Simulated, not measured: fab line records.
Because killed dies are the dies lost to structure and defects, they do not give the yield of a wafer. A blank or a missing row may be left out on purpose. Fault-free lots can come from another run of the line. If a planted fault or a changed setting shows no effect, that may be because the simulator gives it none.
Which tool did it? ; flow n5_finfet ; 10 lots, 28 wafers sampled, at 5 steps of a route of 1938

== WHAT THE GAUGES READ, wafer by wafer ==
N5_BEOL_M12_THK_MEAS_01. Usual: for M12_ILD_THK the level is 659 nm and the standard deviation is 9.1.
lot;measured;on;M12_ILD_THK (nm);flag
L777;day 11 03:40;film_metro-02;655 658 672;
L775;day 11 06:22;film_metro-01;652 651 658;
L779;day 11 17:04;film_metro-02;642 660 669;
L780;day 12 00:41;film_metro-02;656 665 668;
L782;day 12 01:08;film_metro-01;649 670 656;
L781;day 12 09:58;film_metro-02;646 663 666;
L789;day 14 19:26;film_metro-01;761 653;OFF
L790;day 15 06:40;film_metro-02;765 755;OFF
L794;day 15 16:02;film_metro-02;651 665 658;
L793;day 15 18:15;film_metro-02;653 663 669;

N5_BEOL_M12_INSPECT_12: inspects for defects (macro). Usual: raw_defect_count reads 2.3 (standard deviation 1.5).
lot;measured;on;raw_defect_count;flag
L777;day 11 04:01;defect_inspect-02;2 4 3;
L775;day 11 06:50;defect_inspect-02;2 3 2;
L779;day 11 17:33;defect_inspect-02;4 2 1;
L780;day 12 01:02;defect_inspect-01;2 4 1;
L782;day 12 01:37;defect_inspect-01;3 3 2;
L781;day 12 10:26;defect_inspect-01;1 1 3;
L789;day 14 19:56;defect_inspect-02;1 3;
L790;day 15 07:09;defect_inspect-01;3 3;
L794;day 15 16:23;defect_inspect-02;4 2 1;
L793;day 15 18:36;defect_inspect-01;4 2 1;

== WHAT TOOL EACH LOT RAN ON (gives the tool, then ch and the chambers of the sampled wafers, and finally the start) ==
lot;N5_BEOL_M11_DEGAS_44;N5_BEOL_M11_CMP_52;N5_BEOL_M12_ILD_DEP_00
L777;pvd_sputter-01, day 11 01:44;cmp-04 ch 1,3, day 11 03:02;pecvd-03 ch 0,2, day 11 03:32
L775;pvd_sputter-02, day 11 02:56;cmp-03 ch 0,1, day 11 05:44;pecvd-03 ch 0,1,2, day 11 06:13
L779;pvd_sputter-03, day 11 15:07;cmp-04 ch 1,2,3, day 11 16:25;pecvd-02 ch 1,2, day 11 16:53
L780;pvd_sputter-02, day 11 21:28;cmp-03 ch 1,2,3, day 12 00:09;pecvd-03 ch 0,2, day 12 00:34
L782;pvd_sputter-01, day 11 22:56;cmp-04 ch 0,1,2, day 12 00:33;pecvd-03 ch 0,1, day 12 00:59
L781;pvd_sputter-01, day 12 07:56;cmp-02 ch 0,2, day 12 09:20;pecvd-03 ch 0,1,2, day 12 09:50
L789;pvd_sputter-01, day 14 17:16;cmp-04 ch 1,2, day 14 18:59;pecvd-03 ch 0,1, day 14 19:22
L790;pvd_sputter-02, day 15 04:26;cmp-03 ch 0,1, day 15 06:03;pecvd-03 ch 0,2, day 15 06:32
L794;pvd_sputter-02, day 15 14:12;cmp-02 ch 1,2,3, day 15 15:25;pecvd-02 ch 0,1,2, day 15 15:54
L793;pvd_sputter-02, day 15 16:19;cmp-02 ch 1,2,3, day 15 17:43;pecvd-02 ch 0,1, day 15 18:07
- N5_BEOL_M11_DEGAS_44: time 60 s.
- N5_BEOL_M11_CMP_52: polishes, stops on SiCOH lowk, t overpolish 7 s, target thk 140 nm.
- N5_BEOL_M12_ILD_DEP_00: deposits SiOC from DEMS/O2, target thk 658.92 nm, time 130.7 s.

== WHAT THE TOOLS THEMSELVES READ (means of the sampled wafers that have a number; where no wafer has one, the mark that the record gives instead) ==
N5_BEOL_M11_DEGAS_44. Usual: heater_power_w reads 314 W (standard deviation 33).
lot;tool;heater_power_w (W);flag
L777;pvd_sputter-01;299;
L775;pvd_sputter-02;351;
L779;pvd_sputter-03;307;
L780;pvd_sputter-02;294;
L782;pvd_sputter-01;311;
L781;pvd_sputter-01;294;
L789;pvd_sputter-01;294;
L790;pvd_sputter-02;386;
L794;pvd_sputter-02;295;
L793;pvd_sputter-02;327;

N5_BEOL_M11_CMP_52. Usual: barrier_field_endpoint_s 29.0 s, standard deviation 0.86; motor_current_A 6.2 A, standard deviation 0.63; overpolish_run_s 7.001 s, standard deviation 0.0091; time_to_endpoint_s 67 s, standard deviation 3.5.
lot;tool;barrier_field_endpoint_s (s);motor_current_A (A);overpolish_run_s (s);time_to_endpoint_s (s);flag
L777;cmp-04;28.8;5.7;7.002;68;
L775;cmp-03;27.9;6.4;7.001;65;
L779;cmp-04;29.7;5.8;6.997;69;
L780;cmp-03;29.7;6.3;7.002;69;
L782;cmp-04;29.3;5.9;7.005;69;
L781;cmp-02;29.8;7.2;6.997;73;
L789;cmp-04;27.6;6.2;7.016;64;
L790;cmp-03;28.8;6.3;6.995;68;
L794;cmp-02;29.1;6.5;6.993;67;
L793;cmp-02;29.6;6.5;7.001;69;

N5_BEOL_M12_ILD_DEP_00. Usual: heater_power_w 486 W, standard deviation 50; run_length_s 175.6 s, standard deviation 0.65; showerhead_plenum_p_Torr 5.697 Torr, standard deviation 0.013; throttle_valve_pct 12.3 %, standard deviation 0.58.
lot;tool;heater_power_w (W);run_length_s (s);showerhead_plenum_p_Torr (Torr);throttle_valve_pct (%);flag
L777;pecvd-03;499;175.4;5.717;12.4;
L775;pecvd-03;466;175.5;5.703;12.5;
L779;pecvd-02;426;175.9;5.684;11.9;
L780;pecvd-03;479;175.6;5.709;12.3;
L782;pecvd-03;488;175.1;5.711;12.6;
L781;pecvd-03;506;175.8;5.712;12.3;
L789;pecvd-03;530;185.1;5.707;12.8;OFF
L790;pecvd-03;504;195.7;5.713;12.4;OFF
L794;pecvd-02;508;175.3;5.697;12.2;
L793;pecvd-02;527;175.3;5.692;12.4;

== THE ANSWER, worked out from the rows above alone ==
Rule: take the mean of a lot's wafers that have a number; if it is more than 3 standard deviations from the usual mean, the lot is off. Also off: a lot with no number at a reading for which 4 or more lots have one. All remaining lots with rows at the step are treated as sound. First the gauges in route order, then the tools' own readings, where a lot's mean is used as printed above. At the first step where some lot is off, the reading lying furthest off is the one used; lots without a number count as furthest.
Off: at N5_BEOL_M12_THK_MEAS_01 (M12_ILD_THK), L789, L790.
If a tool, at a process step before that reading, ran all the lots that are off and no sound lot after the first of them, it fits. Not tried: the gauges at N5_BEOL_M12_THK_MEAS_01; whatever is off there is also off at N5_BEOL_M12_ILD_DEP_00, on other tools, and gauge error can't account for it. One fits: N5_BEOL_M12_ILD_DEP_00 on pecvd-03. Its last sound lot is L781 (day 12 09:50), its first lot that is off L789 (day 14 19:22): a fault that began between those two fits.
The tool's own readings at N5_BEOL_M12_ILD_DEP_00 bear it out: on the lots that are off they differ by more than 5 times the standard deviation of the sound lots' means. run_length_s reads 190.4 s there against 175.5 s on the sound lots.

== WHAT HAD BEEN PUT IN BY THE SIMULATOR ==
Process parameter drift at N5_BEOL_M12_ILD_DEP_00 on pecvd-03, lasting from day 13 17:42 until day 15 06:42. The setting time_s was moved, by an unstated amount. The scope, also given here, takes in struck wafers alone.
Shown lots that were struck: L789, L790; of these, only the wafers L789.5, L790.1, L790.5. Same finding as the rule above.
